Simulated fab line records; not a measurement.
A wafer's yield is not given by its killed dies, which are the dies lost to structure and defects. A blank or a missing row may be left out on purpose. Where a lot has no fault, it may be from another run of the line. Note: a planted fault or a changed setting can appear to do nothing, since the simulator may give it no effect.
The tool behind it: which one? / flow nand harc / 36 wafers from 12 lots sampled at 4 of the route's 1302 steps

## WHAT EACH GAUGE READ, for each wafer
Not one reading of a measure or inspect step in the record can be checked against a usual standard deviation.

## TOOL THAT RAN EACH LOT (tool first, then ch and the chambers of the sampled wafers, then the start)
lot=L665; NHARC_A_STAIRCASE_ETCH_15=rie diel-09 ch 1,2, day 16 03:39 or earlier; NHARC_A_STAIRCASE_ETCH_19=rie diel-09 ch 1,2,3, day 16 03:39 or earlier; NHARC_A_STAIRCASE_ETCH_21=rie diel-09 ch 1,2,3, day 16 03:39 or earlier; NHARC_A_STAIRCASE_STRIP_175=plasma asher-02 ch 0,1, day 16 03:39
lot=L667; NHARC_A_STAIRCASE_ETCH_15=rie diel-05 ch 1,2, day 17 00:38 or earlier; NHARC_A_STAIRCASE_ETCH_19=rie diel-05 ch 1,3, day 17 00:38 or earlier; NHARC_A_STAIRCASE_ETCH_21=rie diel-05 ch 1,2, day 17 00:38 or earlier; NHARC_A_STAIRCASE_STRIP_175=plasma asher-01 ch 0,1, day 17 00:38
lot=L668; NHARC_A_STAIRCASE_ETCH_15=rie diel-09 ch 1,2,3, day 17 07:52 or earlier; NHARC_A_STAIRCASE_ETCH_19=rie diel-09 ch 1,2,3, day 17 07:52 or earlier; NHARC_A_STAIRCASE_ETCH_21=rie diel-05 ch 1,2, day 17 07:52 or earlier; NHARC_A_STAIRCASE_STRIP_175=plasma asher-02 ch 0,1, day 17 07:52
lot=L671; NHARC_A_STAIRCASE_ETCH_15=rie diel-05 ch 0,1, day 18 11:18 or earlier; NHARC_A_STAIRCASE_ETCH_19=rie diel-05 ch 0,2,3, day 18 11:18 or earlier; NHARC_A_STAIRCASE_ETCH_21=rie diel-05 ch 1,2,3, day 18 11:18 or earlier; NHARC_A_STAIRCASE_STRIP_175=plasma asher-01 ch 0,1, day 18 11:18
lot=L673; NHARC_A_STAIRCASE_ETCH_15=rie diel-09 ch 0,1, day 19 00:32 or earlier; NHARC_A_STAIRCASE_ETCH_19=rie diel-09 ch 2,3, day 19 00:32 or earlier; NHARC_A_STAIRCASE_ETCH_21=rie diel-05 ch 1,3, day 19 00:32 or earlier; NHARC_A_STAIRCASE_STRIP_175=plasma asher-01 ch 0, day 19 00:32
lot=L672; NHARC_A_STAIRCASE_ETCH_15=rie diel-09 ch 2,3, day 19 03:49 or earlier; NHARC_A_STAIRCASE_ETCH_19=rie diel-09 ch 0,2,3, day 19 03:49 or earlier; NHARC_A_STAIRCASE_ETCH_21=rie diel-01 ch 0,1,2, day 19 03:49; NHARC_A_STAIRCASE_STRIP_175=plasma asher-01 ch 0,1, day 19 05:16
lot=L675; NHARC_A_STAIRCASE_ETCH_15=rie diel-09 ch 0,3, day 20 06:59 or earlier; NHARC_A_STAIRCASE_ETCH_19=rie diel-09 ch 0,2,3, day 20 06:59 or earlier; NHARC_A_STAIRCASE_ETCH_21=rie diel-09 ch 0,3, day 20 06:59 or earlier; NHARC_A_STAIRCASE_STRIP_175=plasma asher-02 ch 0,1, day 20 06:59
lot=L674; NHARC_A_STAIRCASE_ETCH_15=rie diel-05 ch 0,1,2, day 20 04:13 or earlier; NHARC_A_STAIRCASE_ETCH_19=rie diel-05 ch 0,2,3, day 20 04:13 or earlier; NHARC_A_STAIRCASE_ETCH_21=rie diel-05 ch 1,2, day 20 04:13 or earlier; NHARC_A_STAIRCASE_STRIP_175=plasma asher-02 ch 0,1, day 20 04:13
lot=L677; NHARC_A_STAIRCASE_ETCH_15=rie diel-01 ch 0,1,2, day 21 10:35 or earlier; NHARC_A_STAIRCASE_ETCH_19=rie diel-01 ch 0,1,3, day 21 10:35 or earlier; NHARC_A_STAIRCASE_ETCH_21=rie diel-09 ch 1,2,3, day 21 10:35 or earlier; NHARC_A_STAIRCASE_STRIP_175=plasma asher-01 ch 0,1, day 21 10:35
lot=L679; NHARC_A_STAIRCASE_ETCH_15=rie diel-05 ch 0,2,3, day 21 22:04 or earlier; NHARC_A_STAIRCASE_ETCH_19=rie diel-05 ch 0,3, day 21 22:04 or earlier; NHARC_A_STAIRCASE_ETCH_21=rie diel-05 ch 0,1,2, day 21 22:04 or earlier; NHARC_A_STAIRCASE_STRIP_175=plasma asher-02 ch 0,1, day 21 22:04
lot=L681; NHARC_A_STAIRCASE_ETCH_15=rie diel-05 ch 1,3, day 22 09:40 or earlier; NHARC_A_STAIRCASE_ETCH_19=rie diel-05 ch 1,3, day 22 09:40 or earlier; NHARC_A_STAIRCASE_ETCH_21=rie diel-05 ch 2,3, day 22 09:40 or earlier; NHARC_A_STAIRCASE_STRIP_175=plasma asher-01 ch 1, day 22 09:40
lot=L687; NHARC_A_STAIRCASE_ETCH_15=rie diel-09 ch 1,2,3, day 25 12:14 or earlier; NHARC_A_STAIRCASE_ETCH_19=rie diel-09 ch 0,2,3, day 25 12:14 or earlier; NHARC_A_STAIRCASE_ETCH_21=rie diel-09 ch 0,1,3, day 25 12:14 or earlier; NHARC_A_STAIRCASE_STRIP_175=plasma asher-01 ch 0,1, day 25 12:14
- NHARC_A_STAIRCASE_ETCH_15: etches the open film in C4F8/O2, target depth 100 nm, time 40.5 s.
- NHARC_A_STAIRCASE_ETCH_19: etches the open film in C4F8/O2, target depth 100 nm, time 40.5 s.
- NHARC_A_STAIRCASE_ETCH_21: etches the open film in C4F8/O2, target depth 100 nm, time 40.5 s.
- NHARC_A_STAIRCASE_STRIP_175: strips in O2.

## AS READ BY THE TOOLS THEMSELVES (means over the sampled wafers that have a number; for cases with no such wafer, the mark the record gives instead)
NHARC_A_STAIRCASE_ETCH_15. Usual: bias w 1000 W, standard deviation 3.1; chamber pressure mTorr 25.001 mTorr, standard deviation 0.022; oes product au 0.948 a.u., standard deviation 0.013; rf vpp V 899 V, standard deviation 4.5.
lot=L665; tool=rie diel-09; bias w (W)=1000; chamber pressure mTorr (mTorr)=24.994; oes product au (a.u.)=0.949; rf vpp V (V)=899; flag=
lot=L667; tool=rie diel-05; bias w (W)=1000; chamber pressure mTorr (mTorr)=25.009; oes product au (a.u.)=0.936; rf vpp V (V)=901; flag=
lot=L668; tool=rie diel-09; bias w (W)=999; chamber pressure mTorr (mTorr)=25.009; oes product au (a.u.)=0.946; rf vpp V (V)=901; flag=
lot=L671; tool=rie diel-05; bias w (W)=1001; chamber pressure mTorr (mTorr)=24.997; oes product au (a.u.)=0.955; rf vpp V (V)=900; flag=
lot=L673; tool=rie diel-09; bias w (W)=999; chamber pressure mTorr (mTorr)=24.999; oes product au (a.u.)=0.936; rf vpp V (V)=899; flag=
lot=L672; tool=rie diel-09; bias w (W)=1001; chamber pressure mTorr (mTorr)=25.007; oes product au (a.u.)=0.949; rf vpp V (V)=902; flag=
lot=L675; tool=rie diel-09; bias w (W)=1002; chamber pressure mTorr (mTorr)=24.990; oes product au (a.u.)=0.932; rf vpp V (V)=902; flag=
lot=L674; tool=rie diel-05; bias w (W)=1001; chamber pressure mTorr (mTorr)=24.978; oes product au (a.u.)=0.951; rf vpp V (V)=900; flag=
lot=L677; tool=rie diel-01; bias w (W)=1000; chamber pressure mTorr (mTorr)=24.996; oes product au (a.u.)=0.946; rf vpp V (V)=891; flag=
lot=L679; tool=rie diel-05; bias w (W)=1000; chamber pressure mTorr (mTorr)=25.023; oes product au (a.u.)=0.956; rf vpp V (V)=900; flag=
lot=L681; tool=rie diel-05; bias w (W)=1002; chamber pressure mTorr (mTorr)=24.993; oes product au (a.u.)=0.953; rf vpp V (V)=905; flag=
lot=L687; tool=rie diel-09; bias w (W)=998; chamber pressure mTorr (mTorr)=25.018; oes product au (a.u.)=0.954; rf vpp V (V)=899; flag=

NHARC_A_STAIRCASE_ETCH_19. Usual: bias w 1000.6 W, standard deviation 2.9; chamber pressure mTorr 25.003 mTorr, standard deviation 0.021; oes product au 0.945 a.u., standard deviation 0.012; rf vpp V 899 V, standard deviation 4.6.
lot=L665; tool=rie diel-09; bias w (W)=999.9; chamber pressure mTorr (mTorr)=25.006; oes product au (a.u.)=0.950; rf vpp V (V)=902; flag=
lot=L667; tool=rie diel-05; bias w (W)=999.5; chamber pressure mTorr (mTorr)=25.002; oes product au (a.u.)=0.936; rf vpp V (V)=904; flag=
lot=L668; tool=rie diel-09; bias w (W)=1001.9; chamber pressure mTorr (mTorr)=25.021; oes product au (a.u.)=0.929; rf vpp V (V)=900; flag=
lot=L671; tool=rie diel-05; bias w (W)=999.0; chamber pressure mTorr (mTorr)=25.002; oes product au (a.u.)=0.953; rf vpp V (V)=901; flag=
lot=L673; tool=rie diel-09; bias w (W)=999.5; chamber pressure mTorr (mTorr)=25.004; oes product au (a.u.)=0.961; rf vpp V (V)=900; flag=
lot=L672; tool=rie diel-09; bias w (W)=1001.7; chamber pressure mTorr (mTorr)=25.014; oes product au (a.u.)=0.944; rf vpp V (V)=901; flag=
lot=L675; tool=rie diel-09; bias w (W)=1000.6; chamber pressure mTorr (mTorr)=25.003; oes product au (a.u.)=0.949; rf vpp V (V)=900; flag=
lot=L674; tool=rie diel-05; bias w (W)=1000.8; chamber pressure mTorr (mTorr)=25.000; oes product au (a.u.)=0.943; rf vpp V (V)=900; flag=
lot=L677; tool=rie diel-01; bias w (W)=998.5; chamber pressure mTorr (mTorr)=25.020; oes product au (a.u.)=0.948; rf vpp V (V)=894; flag=
lot=L679; tool=rie diel-05; bias w (W)=1002.1; chamber pressure mTorr (mTorr)=24.979; oes product au (a.u.)=0.944; rf vpp V (V)=899; flag=
lot=L681; tool=rie diel-05; bias w (W)=1002.0; chamber pressure mTorr (mTorr)=25.050; oes product au (a.u.)=0.954; rf vpp V (V)=904; flag=
lot=L687; tool=rie diel-09; bias w (W)=1001.9; chamber pressure mTorr (mTorr)=25.010; oes product au (a.u.)=0.948; rf vpp V (V)=900; flag=

NHARC_A_STAIRCASE_ETCH_21. Usual: bias w 1000.0 W, standard deviation 2.8; chamber pressure mTorr 25.000 mTorr, standard deviation 0.024; oes product au 0.950 a.u., standard deviation 0.017; rf vpp V 899 V, standard deviation 4.4.
lot=L665; tool=rie diel-09; bias w (W)=1001.8; chamber pressure mTorr (mTorr)=24.988; oes product au (a.u.)=0.955; rf vpp V (V)=901; flag=
lot=L667; tool=rie diel-05; bias w (W)=1001.3; chamber pressure mTorr (mTorr)=25.002; oes product au (a.u.)=0.961; rf vpp V (V)=902; flag=
lot=L668; tool=rie diel-05; bias w (W)=999.6; chamber pressure mTorr (mTorr)=25.015; oes product au (a.u.)=0.925; rf vpp V (V)=902; flag=
lot=L671; tool=rie diel-05; bias w (W)=999.4; chamber pressure mTorr (mTorr)=25.005; oes product au (a.u.)=0.946; rf vpp V (V)=903; flag=
lot=L673; tool=rie diel-05; bias w (W)=998.7; chamber pressure mTorr (mTorr)=24.997; oes product au (a.u.)=0.950; rf vpp V (V)=904; flag=
lot=L672; tool=rie diel-01; bias w (W)=1000.1; chamber pressure mTorr (mTorr)=25.005; oes product au (a.u.)=0.953; rf vpp V (V)=890; flag=
lot=L675; tool=rie diel-09; bias w (W)=1002.0; chamber pressure mTorr (mTorr)=25.009; oes product au (a.u.)=0.945; rf vpp V (V)=902; flag=
lot=L674; tool=rie diel-05; bias w (W)=1002.1; chamber pressure mTorr (mTorr)=24.991; oes product au (a.u.)=0.946; rf vpp V (V)=902; flag=
lot=L677; tool=rie diel-09; bias w (W)=1001.3; chamber pressure mTorr (mTorr)=24.999; oes product au (a.u.)=0.963; rf vpp V (V)=900; flag=
lot=L679; tool=rie diel-05; bias w (W)=998.9; chamber pressure mTorr (mTorr)=25.005; oes product au (a.u.)=0.958; rf vpp V (V)=900; flag=
lot=L681; tool=rie diel-05; bias w (W)=1000.3; chamber pressure mTorr (mTorr)=24.998; oes product au (a.u.)=0.941; rf vpp V (V)=903; flag=
lot=L687; tool=rie diel-09; bias w (W)=999.4; chamber pressure mTorr (mTorr)=24.999; oes product au (a.u.)=0.945; rf vpp V (V)=900; flag=

NHARC_A_STAIRCASE_STRIP_175. Usual: drypump motor current A 5.36 A, standard deviation 0.1; heater power w 348 W, standard deviation 22.
lot=L665; tool=plasma asher-02; drypump motor current A (A)=5.46; heater power w (W)=354; flag=
lot=L667; tool=plasma asher-01; drypump motor current A (A)=5.32; heater power w (W)=336; flag=
lot=L668; tool=plasma asher-02; drypump motor current A (A)=5.46; heater power w (W)=360; flag=
lot=L671; tool=plasma asher-01; drypump motor current A (A)=5.29; heater power w (W)=339; flag=
lot=L673; tool=plasma asher-01; drypump motor current A (A)=5.34; heater power w (W)=349; flag=
lot=L672; tool=plasma asher-01; drypump motor current A (A)=5.32; heater power w (W)=337; flag=
lot=L675; tool=plasma asher-02; drypump motor current A (A)=5.41; heater power w (W)=371; flag=
lot=L674; tool=plasma asher-02; drypump motor current A (A)=5.42; heater power w (W)=370; flag=
lot=L677; tool=plasma asher-01; drypump motor current A (A)=-; heater power w (W)=-; flag=OFF
lot=L679; tool=plasma asher-02; drypump motor current A (A)=-; heater power w (W)=-; flag=OFF
lot=L681; tool=plasma asher-01; drypump motor current A (A)=5.22; heater power w (W)=318; flag=
lot=L687; tool=plasma asher-01; drypump motor current A (A)=5.26; heater power w (W)=331; flag=

## THE ANSWER, worked out from the rows above alone
Rule: take the mean of a lot's wafers that have a number; if it is more than 3 standard deviations from the usual mean, the lot is off. Also off: a lot with no number at a reading for which 4 or more lots have one. All remaining lots with rows at the step are treated as sound. The gauges are gone through in route order, then the tools' own readings, and for those a lot's mean is taken as printed above. At the first step where some lot is off, the reading lying furthest off is the one used; lots without a number count as furthest.
Off at NHARC_A_STAIRCASE_STRIP_175 (drypump motor current A): L677, L679. Without a number there: L677, L679.
If a tool, at that step or one of the process steps before it, ran each lot that is off and ran no sound lot following the first of them, it fits. With no start given for some of its lots, NHARC_A_STAIRCASE_ETCH_15 uses the hours and lot order of NHARC_A_STAIRCASE_STRIP_175. With no start given for some of its lots, NHARC_A_STAIRCASE_ETCH_19 uses the hours and lot order of NHARC_A_STAIRCASE_STRIP_175. With no start given for some of its lots, NHARC_A_STAIRCASE_ETCH_21 uses the hours and lot order of NHARC_A_STAIRCASE_STRIP_175. None of those tried fits.

## WHAT HAD BEEN PUT IN BY THE SIMULATOR
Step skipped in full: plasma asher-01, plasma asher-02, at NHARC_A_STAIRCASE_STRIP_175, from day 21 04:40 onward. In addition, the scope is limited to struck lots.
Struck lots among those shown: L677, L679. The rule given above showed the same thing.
